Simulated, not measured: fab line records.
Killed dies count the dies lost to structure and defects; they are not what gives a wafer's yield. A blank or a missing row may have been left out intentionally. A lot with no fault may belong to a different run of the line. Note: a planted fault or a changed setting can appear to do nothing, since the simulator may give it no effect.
Chamber matching ; flow n5 finfet ; 4 sister chambers for N5_BEOL_M1_ETCH_69 on rie diel-04
The step etches SiARC in CF4, target depth 15.6 nm, time 26 s. 8 wafers are shown with their chamber, then 9 later ones without.

== EACH WAFER AND ITS CHAMBER ==
wafer;chamber;showerhead plenum p Torr (Torr);throttle valve pct (%)
L084.5;3;2.19;15.70
L087.2;1;2.09;15.28
L087.5;0;2.14;15.45
L089.5;3;2.19;15.71
L089.6;2;2.19;15.69
L091.3;0;2.13;15.46
L091.4;2;2.18;15.69
L091.6;1;2.09;15.28

== WAFERS MISSING THEIR CHAMBER ==
wafer;showerhead plenum p Torr (Torr);throttle valve pct (%)
L090.1;2.19;15.71
L090.3;2.09;15.29
L090.5;2.18;15.70
L093.3;2.19;15.72
L093.4;2.13;15.48
L093.6;2.08;15.30
L096.1;2.08;15.33
L096.5;2.13;15.46
L096.6;2.18;15.72

== WHICH CHAMBER EACH ONE RAN IN ==
wafer;from the rows above;in truth
L090.1;3;3
L090.3;1;1
L090.5;can't be placed: 2 or 3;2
L093.3;3;3
L093.4;0;0
L093.6;1;1
L096.1;1;1
L096.5;0;0
L096.6;3;3
Correctly placed: 8 of 9. These rows do not allow placing 1 (true chamber among the candidates in 1). Wrongly placed: 0.
How it was worked out, from the rows above alone: a wafer's distance from a chamber is the root of the sum, over the readings, of the square of ((its reading less the chamber's mean) divided by the reading's scatter). The wafer belongs to the nearest chamber; if the next one is less than 2 further off, it can't be placed. For every chamber, the mean is computed from those of its wafers that are shown. The scatter is the square root of a quotient: the sum, over the shown wafers, of each reading's squared deviation from its chamber's mean, divided by wafers minus chambers.
